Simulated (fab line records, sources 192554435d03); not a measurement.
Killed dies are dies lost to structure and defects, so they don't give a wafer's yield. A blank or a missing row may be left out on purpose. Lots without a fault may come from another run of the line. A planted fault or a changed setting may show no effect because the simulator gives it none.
fab line records | flow n5_finfet
record lots=24 wafers=72 last_day=17
route steps=1938 shown GATE_CUT@493 MOL_CONTACT_COAG@545
lots that met no fault: from a run of the same line without faults
start_h: hours from the record's first day to the start of the lot's first wafer shown | wait_h: hours since the lot's step before | " the same as in the row above | L1.1+2: a row that stands for several wafers | - no value, or no start given | * or withheld: withheld | < > ~ a bound
route shown NAME@n: a module of which the file shows steps, and the number in the route of the first | usual: mean/standard deviation of fault-free wafers | same: alike in all rows | chamber/n: place in a boat | sites: the reading at each site | _std_site: their standard deviation | _edge_site: outer sites' mean less inner sites' | radius_mm: how far each site lies from the wafer's centre | mask NAME#n: copy n | behind: the tool/chamber that last shaped the wafer | hold: why the lot was held/for how many hours/how that ended | device: the transistor (n, p or np) that didn't switch | end of line: the same wafers' tests at the end of the route | a step without rows: its recipe alone | killed: dies lost to structure and defects at the first sort, not the wafer's yield | map: a wafer's dies, x killed, . not, _ none there
set.NAME: the setting as run; set.NAME@STEP: as run at that earlier step | model.NAME: the simulator's own value behind a step, which no gauge read
steps of the route over a sample of lots; a table a step, a row a wafer
services: from which hour (start_h, from the record's first day; less than 0 if before it) a tool's chamber was out of use, for how many hours, and why
## steps
# step N5_GATE_CUT_ETCH_37
# recipe chemistry=N2/H2 target=SOC target_depth_a=600 overetch_a=120 mask_material=SiARC temp_c=40 time_s=90 ion_energy_ev=200 pressure_mtorr=30 source_w=840 bias_w=150 n2_flow_sccm=200 h2_flow_sccm=200
# usual drypump_motor_current_A=5.6/0.42 oes_product_au=0.71/0.068 rf_vpp_V=524.8/2.2 showerhead_plenum_p_Torr=2.57/0.074 throttle_valve_pct=17.73/0.28
# columns lot.wafer tool chamber start_h wait_h drypump_motor_current_A oes_product_au rf_hours_counter_h rf_vpp_V showerhead_plenum_p_Torr throttle_valve_pct
L074.1 rie_diel-02 3 85.00 0.0 5.8 0.69 145 527.3 2.64 17.65
L074.2 " 2 " " 5.2 0.71 133 522.8 2.55 17.96
L074.3 " 1 " " 5.4 0.84 6 524.7 2.60 17.49
L075.1 rie_diel-05 3 90.06 0.0 5.5 0.70 136 521.4 2.45 17.89
L075.2 " 0 " " 6.4 0.63 205 523.4 2.52 18.12
L075.4 " 1 " " 5.0 0.67 178 525.6 2.64 17.72
L076.1 rie_diel-05 2 100.88 0.0 6.4 0.64 191 520.0 2.42 18.11
L076.2 " 1 " " 5.0 0.66 181 527.6 2.63 17.72
L076.4 " 3 " " 5.5 0.69 139 521.0 2.45 17.92
L077.1 rie_diel-05 3 104.85 0.0 5.5 0.68 140 521.8 2.45 17.91
L077.5 " 1 " " 5.1 0.67 - 526.4 2.63 17.73
L077.6 " 2 " " 6.3 0.63 - 520.9 2.42 18.12
L078.1 rie_diel-05 1 111.70 0.0 5.0 0.66 185 527.1 2.63 17.75
L078.2 " 2 " " 6.4 0.64 194 520.8 2.42 18.12
L078.3 " 3 " " 5.5 0.69 142 522.0 2.45 17.92
L079.1 rie_diel-02 2 122.46 0.0 5.2 0.69 146 523.3 2.55 17.97
L079.2 " 0 " " 5.9 0.85 11 527.1 2.70 17.14
L079.3 " 3 " " 5.8 0.68 158 526.8 2.64 17.66
L080.2 rie_diel-02 0 123.61 0.0 5.9 0.86 11 527.3 2.70 17.13
L080.5 " 1 " " 5.4 0.81 - 527.1 2.60 17.53
L080.6 " 0 " " 5.9 0.85 - 529.4 2.70 17.15
L081.1 rie_diel-05 3 130.05 0.0 5.5 0.67 148 521.0 2.45 17.95
L081.2 " 2 " " 6.4 0.63 200 520.2 2.42 18.14
L081.6 " 3 " " 5.5 0.69 - 520.3 2.45 17.95
L082.2 rie_diel-03 2 134.61 0.0 4.8 0.61 246 525.5 2.61 18.09
L082.5 " 1 " " 5.5 0.74 - 523.5 2.56 17.57
L082.6 " 0 " " 5.5 0.74 - 525.8 2.58 17.73
L083.1 rie_diel-05 1 140.73 0.0 5.0 0.66 193 525.7 2.63 17.76
L083.3 " 0 " " 6.5 0.62 221 524.1 2.51 18.17
L083.5 " 1 " " 5.0 0.66 - 526.3 2.63 17.74
L084.1 rie_diel-03 1 148.07 0.0 5.4 0.73 97 524.7 2.56 17.59
L084.3 " 0 " " 5.6 0.74 86 524.1 2.57 17.76
L084.6 " 0 " " 5.6 0.73 - 524.9 2.57 17.75
L086.2 rie_diel-02 1 160.46 0.0 5.4 0.78 28 526.8 2.59 17.55
L086.5 " 2 " " 5.2 0.69 - 525.0 2.54 18.00
L086.6 " 1 " " 5.4 0.78 - 526.2 2.59 17.55
L085.3 rie_diel-02 2 161.34 0.0 5.2 0.69 156 524.6 2.54 18.00
L085.4 " 0 " " 5.9 0.83 23 527.5 2.70 17.16
L085.5 " 2 " " 5.1 0.69 - 523.9 2.54 18.00
L087.3 rie_diel-02 0 163.07 0.0 5.9 0.82 23 527.4 2.70 17.15
L087.5 " 3 " " 5.8 0.67 - 527.2 2.63 17.68
L087.6 " 2 " " 5.2 0.69 - 522.8 2.54 18.00
L088.1 rie_diel-02 0 170.83 0.0 5.9 0.82 26 528.8 2.70 17.17
L088.3 " 1 " " 5.4 0.78 31 524.5 2.59 17.55
L088.4 " 3 " " 5.8 0.67 171 527.6 2.63 17.71
L089.1 rie_diel-02 0 176.62 0.0 5.9 0.82 28 527.2 2.69 17.18
L089.3 " 1 " " 5.4 0.77 33 524.2 2.59 17.55
L089.6 " 3 " " 5.7 0.67 - 526.3 2.63 17.72
L091.1 rie_diel-03 2 185.69 0.0 4.8 0.84 8 526.0 2.60 17.67
L091.5 " 2 " " 4.9 0.84 - 525.5 2.60 17.67
L091.6 " 1 " " 5.4 0.72 - 523.2 2.55 17.60
L090.1 rie_diel-03 0 187.76 0.0 5.5 0.72 99 522.8 2.57 17.77
L090.3 " 2 " " 4.9 0.85 9 524.5 2.60 17.67
L090.5 " 3 " " 5.3 0.63 - 523.8 2.52 17.82
L092.1 rie_diel-02 2 195.94 0.0 5.2 0.68 167 523.6 2.54 18.01
L092.2 " 1 " " 5.4 0.76 40 525.7 2.59 17.58
L092.3 " 0 " " 5.9 0.81 34 527.9 2.69 17.16
L093.1 rie_diel-03 1 198.72 0.0 5.4 0.72 111 523.8 2.55 17.59
L093.2 " 3 " " 5.4 0.63 200 523.5 2.52 17.80
L093.4 " 0 " " 5.6 0.72 102 525.6 2.57 17.78
L094.2 rie_diel-02 2 202.78 0.0 5.2 0.68 169 523.1 2.54 18.02
L094.4 " 1 " " 5.4 0.77 42 525.1 2.58 17.55
L094.6 " 3 " " 5.8 0.67 - 526.2 2.63 17.71
L095.1 rie_diel-02 1 209.32 0.0 5.4 0.76 43 525.2 2.58 17.56
L095.4 " 0 " " 5.9 0.80 38 525.8 2.69 17.20
L095.6 " 0 " " 5.9 0.81 - 527.3 2.69 17.17
L096.2 rie_diel-02 0 218.87 0.0 5.9 0.81 41 527.2 2.69 17.19
L096.4 " 1 " " 5.4 0.76 46 525.5 2.58 17.58
L096.6 " 1 " " 5.4 0.76 - 524.8 2.58 17.59
L097.3 rie_diel-02 1 222.36 0.0 5.4 0.75 47 525.1 2.58 17.56
L097.4 " 0 " " 5.9 0.79 42 529.8 2.69 17.19
L097.5 " 1 " " 5.4 0.76 - 526.8 2.58 17.57
# step N5_GATE_CUT_STRIP_42
# recipe chemistry=O2 power_w=400 temp_c=40 pressure_mtorr=30 rf_frequency_hz=6e+07 bias_power_w=0 overash_fraction=0.3 o2_flow_sccm=225
# usual drypump_motor_current_A=5.6/0.42 oes_product_au=0.80/0.082 rf_vpp_V=3.7/0.44 showerhead_plenum_p_Torr=2.13/0.062 throttle_valve_pct=16.62/0.26
# columns lot.wafer tool chamber start_h wait_h drypump_motor_current_A oes_product_au rf_hours_counter_h rf_vpp_V showerhead_plenum_p_Torr throttle_valve_pct
L074.1 rie_diel-02 3 85.16 0.0 5.8 0.76 146 4.1 2.19 16.67
L074.2 " 2 " " 5.2 0.80 133 4.2 2.11 16.78
L074.3 " 1 " " 5.4 0.95 6 3.4 2.16 16.38
L075.1 rie_diel-05 3 90.22 0.0 5.5 0.78 136 3.5 2.02 16.72
L075.2 " 0 " " 6.4 0.70 205 4.2 2.08 17.01
L075.4 " 1 " " 5.0 0.74 178 4.0 2.17 16.51
L076.1 rie_diel-05 2 101.05 0.0 6.4 0.71 191 3.4 2.01 16.98
L076.2 " 1 " " 5.0 0.73 181 2.6 2.16 16.52
L076.4 " 3 " " 5.5 0.78 139 4.0 2.01 16.76
L077.1 rie_diel-05 3 105.01 0.0 5.5 0.78 140 3.1 2.01 16.75
L077.5 " 1 " " 5.0 0.73 - 3.5 2.16 16.52
L077.6 " 2 " " 6.3 0.72 - 3.8 2.01 16.98
L078.1 rie_diel-05 1 111.87 0.0 5.0 0.73 185 3.4 2.16 16.52
L078.2 " 2 " " 6.4 0.71 194 3.8 2.00 16.98
L078.3 " 3 " " 5.5 0.77 142 3.4 2.01 16.75
L079.1 rie_diel-02 2 122.62 0.0 5.2 0.77 146 3.9 2.11 16.78
L079.2 " 0 " " 5.9 0.97 11 3.7 2.23 16.09
L079.3 " 3 " " 5.8 0.75 158 4.4 2.19 16.71
L080.2 rie_diel-02 0 123.77 0.0 5.9 0.97 11 3.0 2.23 16.10
L080.5 " 1 " " 5.4 0.92 - 3.5 2.15 16.40
L080.6 " 0 " " 5.9 0.97 - 4.0 2.23 16.10
L081.1 rie_diel-05 3 130.22 0.0 5.5 0.76 148 4.0 2.01 16.77
L081.2 " 2 " " 6.3 0.71 200 4.2 2.00 16.99
L081.6 " 3 " " 5.5 0.76 - 3.4 2.01 16.77
L082.2 rie_diel-03 2 134.78 0.0 4.8 0.67 246 3.4 2.15 16.97
L082.5 " 1 " " 5.4 0.84 - 4.1 2.11 16.48
L082.6 " 0 " " 5.5 0.82 - 2.9 2.13 16.57
L083.1 rie_diel-05 1 140.89 0.0 5.0 0.73 194 3.7 2.16 16.53
L083.3 " 0 " " 6.5 0.69 221 3.6 2.07 17.03
L083.5 " 1 " " 5.0 0.73 - 2.6 2.16 16.53
L084.1 rie_diel-03 1 148.23 0.0 5.4 0.82 98 4.4 2.11 16.49
L084.3 " 0 " " 5.5 0.81 86 3.1 2.13 16.58
L084.6 " 0 " " 5.5 0.81 - 2.4 2.13 16.59
L086.2 rie_diel-02 1 160.63 0.0 5.4 0.88 28 4.0 2.15 16.43
L086.5 " 2 " " 5.1 0.77 - 4.2 2.10 16.82
L086.6 " 1 " " 5.4 0.89 - 3.2 2.15 16.42
L085.3 rie_diel-02 2 161.51 0.0 5.2 0.78 157 4.1 2.10 16.82
L085.4 " 0 " " 5.9 0.94 23 3.9 2.22 16.12
L085.5 " 2 " " 5.2 0.78 - 3.6 2.10 16.81
L087.3 rie_diel-02 0 163.23 0.0 5.9 0.93 23 3.5 2.22 16.11
L087.5 " 3 " " 5.8 0.74 - 3.0 2.18 16.73
L087.6 " 2 " " 5.1 0.77 - 4.0 2.10 16.82
L088.1 rie_diel-02 0 170.99 0.0 5.9 0.92 26 3.7 2.22 16.11
L088.3 " 1 " " 5.4 0.89 31 3.3 2.15 16.43
L088.4 " 3 " " 5.8 0.74 171 4.0 2.18 16.74
L089.1 rie_diel-02 0 176.78 0.0 5.9 0.92 28 4.1 2.22 16.11
L089.3 " 1 " " 5.4 0.88 33 3.9 2.15 16.43
L089.6 " 3 " " 5.8 0.75 - 3.6 2.18 16.73
L091.1 rie_diel-03 2 185.86 0.0 4.8 0.95 8 3.3 2.15 16.52
L091.5 " 2 " " 4.8 0.95 - 3.0 2.15 16.49
L091.6 " 1 " " 5.4 0.80 - 4.0 2.11 16.49
L090.1 rie_diel-03 0 187.92 0.0 5.5 0.81 99 4.7 2.12 16.59
L090.3 " 2 " " 4.9 0.94 9 3.5 2.15 16.50
L090.5 " 3 " " 5.3 0.70 - 3.6 2.07 16.66
L092.1 rie_diel-02 2 196.10 0.0 5.2 0.77 167 4.0 2.10 16.84
L092.2 " 1 " " 5.4 0.88 40 3.6 2.15 16.43
L092.3 " 0 " " 5.9 0.91 34 4.2 2.22 16.13
L093.1 rie_diel-03 1 198.88 0.0 5.4 0.80 111 3.6 2.11 16.51
L093.2 " 3 " " 5.4 0.70 200 3.8 2.07 16.67
L093.4 " 0 " " 5.5 0.81 102 3.6 2.12 16.62
L094.2 rie_diel-02 2 202.95 0.0 5.2 0.76 169 3.3 2.10 16.84
L094.4 " 1 " " 5.4 0.87 42 3.7 2.14 16.44
L094.6 " 3 " " 5.8 0.72 - 3.6 2.18 16.75
L095.1 rie_diel-02 1 209.48 0.0 5.4 0.86 43 3.5 2.14 16.43
L095.4 " 0 " " 5.9 0.91 38 3.2 2.22 16.13
L095.6 " 0 " " 5.9 0.91 - 3.4 2.22 16.13
L096.2 rie_diel-02 0 219.03 0.0 5.9 0.91 41 4.0 2.22 16.14
L096.4 " 1 " " 5.4 0.87 46 3.8 2.14 16.47
L096.6 " 1 " " 5.4 0.86 - 3.7 2.14 16.47
L097.3 rie_diel-02 1 222.53 0.0 5.4 0.86 47 2.8 2.14 16.46
L097.4 " 0 " " 5.9 0.90 42 4.0 2.22 16.16
L097.5 " 1 " " 5.4 0.87 - 4.1 2.14 16.46
# step N5_GATE_CUT_ETCH_47
# recipe chemistry=Cl2/BCl3 target=SiO2 target_depth_a=100 pressure_mtorr=10 icp_w=1000 bias_w=126 Cl2_flow_sccm=53.25 bcl3_flow_sccm=21.75 Ar_flow_sccm=25
# usual drypump_motor_current_A=5.46/0.16 oes_product_au=0.78/0.11 throttle_valve_pct=22.85/0.14
# columns lot.wafer tool chamber start_h wait_h drypump_motor_current_A oes_product_au rf_hours_counter_h throttle_valve_pct
L074.1 rie_metal-01 0 85.46 0.0 5.40 0.88 16 22.88
L074.2 " 1 " " 5.41 0.72 67 22.81
L074.3 " 1 " " 5.39 0.72 - 22.81
L075.1 rie_metal-02 0 90.52 0.0 5.30 0.62 125 22.66
L075.2 " 1 " " 5.80 0.86 20 22.98
L075.4 " 1 " " 5.78 0.87 - 22.97
L076.1 rie_metal-01 1 101.34 0.0 5.41 0.72 68 22.79
L076.2 " 0 " " 5.41 0.87 17 22.88
L076.4 " 1 " " 5.39 0.71 - 22.82
L077.1 rie_metal-01 0 105.31 0.0 5.44 0.86 18 22.89
L077.5 " 1 " " 5.40 0.72 - 22.80
L077.6 " 0 " " 5.42 0.87 - 22.89
L078.1 rie_metal-01 1 112.17 0.0 5.39 0.72 69 22.81
L078.2 " 0 " " 5.42 0.87 18 22.88
L078.3 " 0 " " 5.43 0.88 - 22.89
L079.1 rie_metal-03 1 122.92 0.0 5.45 0.59 136 22.81
L079.2 " 0 " " 5.36 0.72 59 23.02
L079.3 " 1 " " 5.40 0.60 - 22.83
L080.2 rie_metal-02 0 124.07 0.0 5.33 0.61 129 22.67
L080.5 " 0 " " 5.30 0.61 - 22.66
L080.6 " 1 " " 5.77 0.85 - 22.96
L081.1 rie_metal-02 0 130.52 0.0 5.31 0.61 129 22.67
L081.2 " 1 " " 5.80 0.84 24 22.96
L081.6 " 1 " " 5.82 0.84 - 22.96
L082.2 rie_metal-01 1 135.08 0.0 5.43 0.70 72 22.82
L082.5 " 1 " " 5.42 0.70 - 22.82
L082.6 " 0 " " 5.38 0.86 - 22.91
L083.1 rie_metal-02 1 141.19 0.0 5.79 0.86 25 22.99
L083.3 " 1 " " 5.83 0.85 - 22.97
L083.5 " 0 " " 5.31 0.62 - 22.64
L084.1 rie_metal-01 0 148.65 0.0 5.39 0.85 22 22.90
L084.3 " 0 " " 5.39 0.85 - 22.90
L084.6 " 0 " " 5.40 0.85 - 22.90
L086.2 rie_metal-02 1 160.93 0.0 5.78 0.84 27 22.96
L086.5 " 0 " " 5.28 0.61 - 22.67
L086.6 " 1 " " 5.82 0.84 - 22.97
L085.3 rie_metal-01 0 161.81 0.0 5.39 0.85 - 22.91
L085.4 " 1 " " 5.40 0.71 - 22.83
L085.5 " 0 " " 5.40 0.85 - 22.89
L087.3 rie_metal-03 1 163.54 0.0 5.42 1.02 - 22.65
L087.5 " 1 " " 5.43 1.01 - 22.64
L087.6 " 0 " " 5.40 0.71 - 23.03
L088.1 rie_metal-03 1 171.29 0.0 5.40 0.99 1 22.64
L088.3 " 0 " " 5.37 0.71 - 23.01
L088.4 " 1 " " 5.41 0.99 - 22.65
L089.1 rie_metal-03 1 177.08 0.0 5.40 0.99 1 22.63
L089.3 " 0 " " 5.38 0.71 - 23.03
L089.6 " 1 " " 5.42 0.97 - 22.63
L091.1 rie_metal-02 1 186.15 0.0 5.75 0.82 29 22.99
L091.5 " 1 " " 5.78 0.82 - 22.97
L091.6 " 0 " " 5.32 0.61 - 22.68
L090.1 rie_metal-01 1 188.22 0.0 5.41 0.70 77 22.82
L090.3 " 0 " " 5.43 0.84 - 22.91
L090.5 " 1 " " 5.40 0.70 - 22.82
L092.1 rie_metal-01 0 196.40 0.0 5.44 0.83 27 22.90
L092.2 " 1 " " 5.42 0.69 78 22.82
L092.3 " 0 " " 5.44 0.83 - 22.90
L093.1 rie_metal-01 1 199.18 0.0 5.41 0.70 78 22.82
L093.2 " 0 " " 5.39 0.83 27 22.92
L093.4 " 1 " " 5.41 0.70 - 22.82
L094.2 rie_metal-02 1 203.41 0.1 5.78 0.82 - 22.99
L094.4 " 1 " " 5.75 0.82 - 22.99
L094.6 " 1 " " 5.77 0.82 - 22.97
L095.1 rie_metal-01 0 209.78 0.0 5.41 0.83 28 22.93
L095.4 " 0 " " 5.40 0.83 - 22.92
L095.6 " 0 " " 5.43 0.82 - 22.90
L096.2 rie_metal-02 1 219.38 0.0 5.85 0.83 33 22.99
L096.4 " 1 " " 5.83 0.82 - 22.99
L096.6 " 1 " " 5.78 0.81 - 22.99
L097.3 rie_metal-03 1 222.83 0.0 5.40 0.93 - 22.67
L097.4 " 0 " " 5.40 0.71 - 23.04
L097.5 " 0 " " 5.41 0.70 - 23.05
# step N5_MOL_CONTACT_COAG_SIL_ANNEAL_21
# recipe temp_c=550 time_s=60 ambient=N2
# usual lamp_power_pct=5.9/0.69 wafer_temp_C_max=553.1/0.54
# columns lot.wafer tool chamber start_h wait_h lamp_power_pct wafer_temp_C_max
L074.1 rtp_anneal-01 0 90.72 0.2 5.4 552.8
L074.2 " 0 " " 5.4 552.8
L074.3 " 0 " " 5.4 552.4
L075.1 rtp_anneal-01 0 97.20 0.2 5.4 552.9
L075.2 " 0 " " 5.4 552.9
L075.4 " 0 " " 5.4 553.2
L076.1 rtp_anneal-01 0 107.73 0.3 5.4 553.1
L076.2 " 0 " " 5.4 552.6
L076.4 " 0 " " 5.4 554.1
L077.1 rtp_anneal-01 0 110.55 0.2 5.4 554.3
L077.5 " 0 " " 5.4 553.6
L077.6 " 0 " " 5.4 552.9
L078.1 rtp_anneal-01 0 117.78 0.3 5.4 552.4
L078.2 " 0 " " 5.4 553.8
L078.3 " 0 " " 5.4 554.0
L079.1 rtp_anneal-02 0 127.86 0.3 6.8 552.7
L079.2 " 0 " " 6.8 552.4
L079.3 " 0 " " 6.8 553.0
L080.2 rtp_anneal-01 0 130.69 0.2 5.4 553.2
L080.5 " 0 " " 5.4 553.2
L080.6 " 0 " " 5.4 553.4
L081.1 rtp_anneal-01 0 135.38 0.3 5.4 554.0
L081.2 " 0 " " 5.4 553.2
L081.6 " 0 " " 5.4 552.8
L082.2 rtp_anneal-01 0 140.49 0.2 5.4 552.8
L082.5 " 0 " " 5.4 553.6
L082.6 " 0 " " 5.4 553.1
L083.1 rtp_anneal-02 0 147.09 0.4 6.8 553.0
L083.3 " 0 " " 6.8 552.4
L083.5 " 0 " " 6.8 552.3
L084.1 rtp_anneal-01 0 153.80 0.2 5.4 552.7
L084.3 " 0 " " 5.4 553.3
L084.6 " 0 " " 5.4 553.4
L085.3 rtp_anneal-01 0 167.37 0.3 5.4 552.8
L085.4 " 0 " " 5.4 552.3
L085.5 " 0 " " 5.4 553.1
L086.2 rtp_anneal-02 0 167.50 0.4 6.8 553.4
L086.5 " 0 " " 6.8 552.3
L086.6 " 0 " " 6.8 551.9
L087.3 rtp_anneal-01 0 168.50 0.4 5.4 553.9
L087.5 " 0 " " 5.4 552.9
L087.6 " 0 " " 5.4 552.8
L088.1 rtp_anneal-02 0 176.43 0.3 6.8 552.2
L088.3 " 0 " " 6.8 552.6
L088.4 " 0 " " 6.8 553.3
L089.1 rtp_anneal-01 0 183.07 0.3 5.4 553.3
L089.3 " 0 " " 5.4 554.5
L089.6 " 0 " " 5.4 554.4
L091.1 rtp_anneal-02 0 191.08 0.2 6.8 554.2
L091.5 " 0 " " 6.8 553.0
L091.6 " 0 " " 6.8 553.8
L090.1 rtp_anneal-01 0 193.14 0.3 5.4 552.6
L090.3 " 0 " " 5.4 552.7
L090.5 " 0 " " 5.4 552.5
L092.1 rtp_anneal-02 0 201.56 0.3 6.8 552.6
L092.2 " 0 " " 6.8 552.7
L092.3 " 0 " " 6.8 554.4
L093.1 rtp_anneal-01 0 203.99 0.2 5.4 552.8
L093.2 " 0 " " 5.4 552.0
L093.4 " 0 " " 5.4 552.7
L094.2 rtp_anneal-01 0 208.17 0.3 5.4 553.5
L094.4 " 0 " " 5.4 553.0
L094.6 " 0 " " 5.4 552.7
L095.1 rtp_anneal-01 0 214.66 0.2 5.4 553.1
L095.4 " 0 " " 5.4 553.1
L095.6 " 0 " " 5.4 553.2
L096.2 rtp_anneal-02 0 224.28 0.3 6.8 553.5
L096.4 " 0 " " 6.8 553.5
L096.6 " 0 " " 6.8 553.1
L097.3 rtp_anneal-02 0 227.99 0.3 6.8 553.1
L097.4 " 0 " " 6.8 552.9
L097.5 " 0 " " 6.8 553.0
# step N5_MOL_CONTACT_COAG_CD_MEAS_137
# recipe target_cd_nm=16
# usual cd_nm=15.9/0.3
# columns lot.wafer tool chamber start_h wait_h cd_nm
L074.1 cd_sem-02 - 101.32 0.0 16.0
L074.2 " - " " 15.9
L074.3 " - " " 16.2
L075.1 cd_sem-02 - 105.67 0.0 15.2
L075.2 " - " " 15.7
L075.4 " - " " 15.6
L076.1 cd_sem-03 - 115.06 0.0 15.9
L076.2 " - " " 15.9
L076.4 " - " " 15.9
L077.1 cd_sem-02 - 118.85 0.0 15.4
L077.5 " - " " 16.0
L077.6 " - " " 15.8
L078.1 cd_sem-03 - 125.44 0.0 16.0
L078.2 " - " " 16.2
L078.3 " - " " 16.0
L079.1 cd_sem-03 - 137.67 0.0 15.8
L079.2 " - " " 15.3
L079.3 " - " " 16.0
L080.2 cd_sem-03 - 137.90 0.0 15.7
L080.5 " - " " 15.6
L080.6 " - " " 15.9
L081.1 cd_sem-02 - 143.34 0.0 15.5
L081.2 " - " " 15.5
L081.6 " - " " 16.0
L082.2 cd_sem-02 - 151.40 0.0 16.0
L082.5 " - " " 15.9
L082.6 " - " " 16.3
L083.1 cd_sem-01 - 157.44 0.0 16.3
L083.3 " - " " 15.7
L083.5 " - " " 15.7
L084.1 cd_sem-03 - 162.54 0.0 15.4
L084.3 " - " " 16.0
L084.6 " - " " 15.5
L085.3 cd_sem-02 - 175.98 0.0 16.2
L085.4 " - " " 16.3
L085.5 " - " " 15.5
L086.2 cd_sem-02 - 176.08 0.0 15.4
L086.5 " - " " 16.1
L086.6 " - " " 15.9
L087.3 cd_sem-01 - 177.53 0.0 16.0
L087.5 " - " " 15.9
L087.6 " - " " 15.6
L088.1 cd_sem-02 - 185.50 0.0 15.9
L088.3 " - " " 15.9
L088.4 " - " " 16.2
L089.1 cd_sem-02 - 192.75 0.0 15.8
L089.3 " - " " 15.1
L089.6 " - " " 16.0
L091.1 cd_sem-01 - 199.85 0.0 16.0
L091.5 " - " " 16.1
L091.6 " - " " 16.8
L090.1 cd_sem-01 - 204.78 0.0 16.0
L090.3 " - " " 16.2
L090.5 " - " " 16.5
L092.1 cd_sem-02 - 211.98 0.0 15.8
L092.2 " - " " 15.8
L092.3 " - " " 16.3
L093.1 cd_sem-03 - 212.47 0.0 15.9
L093.2 " - " " 16.3
L093.4 " - " " 16.1
L094.2 cd_sem-01 - 216.07 0.0 16.4
L094.4 " - " " 16.0
L094.6 " - " " 15.8
L095.1 cd_sem-01 - 224.07 0.0 15.9
L095.4 " - " " 15.8
L095.6 " - " " 15.7
L096.2 cd_sem-01 - 233.89 0.0 16.5
L096.4 " - " " 16.2
L096.6 " - " " 16.3
L097.3 cd_sem-02 - 237.58 0.0 15.7
L097.4 " - " " 16.1
L097.5 " - " " 16.0
# step N5_MOL_CONTACT_COAG_CD_MEAS_40
# recipe target_cd_nm=25.1 landing_energy_ev=500 detector=se_inlens polarity=opening
# usual cd_nm=25.11/0.23
# columns lot.wafer tool chamber start_h wait_h cd_nm
L074.1 cd_sem-02 0 101.64 - 25.24
L074.2 " 0 " " 24.55
L074.3 " 0 " " 24.78
L075.1 cd_sem-02 0 105.99 - 25.20
L075.2 " 0 " " 25.52
L075.4 " 0 " " 25.43
L076.1 cd_sem-03 0 115.50 - 25.28
L076.2 " 0 " " 25.24
L076.4 " 0 " " 25.16
L077.1 cd_sem-02 0 119.16 - 24.66
L077.5 " 0 " " 24.92
L077.6 " 0 " " 25.34
L078.1 cd_sem-02 0 125.76 - 25.17
L078.2 " 0 " " 25.22
L078.3 " 0 " " 25.59
L079.1 cd_sem-03 0 138.12 - 25.26
L079.2 " 0 " " 25.34
L079.3 " 0 " " 25.02
L080.2 cd_sem-02 0 138.35 - 25.00
L080.5 " 0 " " 24.84
L080.6 " 0 " " 25.43
L081.1 cd_sem-02 0 143.66 - 25.47
L081.2 " 0 " " 25.32
L081.6 " 0 " " 24.99
L082.2 cd_sem-03 0 151.85 - 24.89
L082.5 " 0 " " 24.97
L082.6 " 0 " " 24.73
L083.1 cd_sem-03 0 157.79 - 25.08
L083.3 " 0 " " 25.38
L083.5 " 0 " " 25.09
L084.1 cd_sem-03 0 162.98 - 24.82
L084.3 " 0 " " 25.35
L084.6 " 0 " " 25.47
L085.3 cd_sem-02 0 176.30 - 25.14
L085.4 " 0 " " 25.30
L085.5 " 0 " " 25.34
L086.2 cd_sem-01 0 176.52 - 25.36
L086.5 " 0 " " 25.08
L086.6 " 0 " " 25.17
L087.3 cd_sem-03 0 177.97 - 25.14
L087.5 " 0 " " 24.97
L087.6 " 0 " " 24.67
L088.1 cd_sem-03 0 185.82 - 24.97
L088.3 " 0 " " 24.94
L088.4 " 0 " " 25.17
L089.1 cd_sem-03 0 193.06 - 24.84
L089.3 " 0 " " 24.87
L089.6 " 0 " " 24.76
L091.1 cd_sem-02 0 200.17 - 24.95
L091.5 " 0 " " 25.44
L091.6 " 0 " " 25.07
L090.1 cd_sem-02 0 205.10 - 24.89
L090.3 " 0 " " 24.86
L090.5 " 0 " " 25.14
L092.1 cd_sem-01 0 212.42 - 24.98
L092.2 " 0 " " 25.19
L092.3 " 0 " " 24.80
L093.1 cd_sem-03 0 212.91 - 25.01
L093.2 " 0 " " 25.21
L093.4 " 0 " " 25.24
L094.2 cd_sem-03 0 216.38 - 25.28
L094.4 " 0 " " 25.36
L094.6 " 0 " " 25.13
L095.1 cd_sem-01 0 224.39 - 25.06
L095.4 " 0 " " 25.44
L095.6 " 0 " " 25.07
L096.2 cd_sem-01 0 234.33 - 25.46
L096.4 " 0 " " 25.19
L096.6 " 0 " " 24.77
L097.3 cd_sem-03 0 238.02 - 25.19
L097.4 " 0 " " 24.84
L097.5 " 0 " " 24.86
## services
# columns tool chamber start_h hours kind
rie_diel-02 0 66.60 - clean
rie_diel-02 0 66.60 - consumable_replace:focus_ring
rie_diel-02 0 66.60 - consumable_replace:showerhead
rie_diel-02 0 66.60 20.8 scheduled_down
rie_diel-02 0 66.60 20.8 vent_cycle
rie_diel-03 1 71.18 4.8 repair
rie_diel-05 1 79.88 4.9 repair
rie_diel-02 1 110.06 6.0 repair
rie_metal-01 - 110.84 0.2 repair
rie_diel-03 - 130.92 0.7 repair
rie_metal-02 - 133.58 2.8 pm
rie_diel-02 - 140.34 0.4 repair
rie_diel-03 2 145.58 - clean
rie_diel-03 2 145.58 - consumable_replace:focus_ring
rie_diel-03 2 145.58 13.5 scheduled_down
rie_diel-03 2 145.58 13.5 vent_cycle
rie_metal-03 1 147.43 - clean
rie_metal-03 1 147.43 15.2 scheduled_down
rie_diel-03 1 149.89 4.6 repair
rie_metal-02 0 192.93 - clean
rie_metal-02 0 192.93 18.3 scheduled_down
rie_metal-02 0 192.93 18.3 vent_cycle
rie_metal-03 - 198.00 1.4 pm
rie_diel-05 0 215.24 3.8 repair
## key
fault none
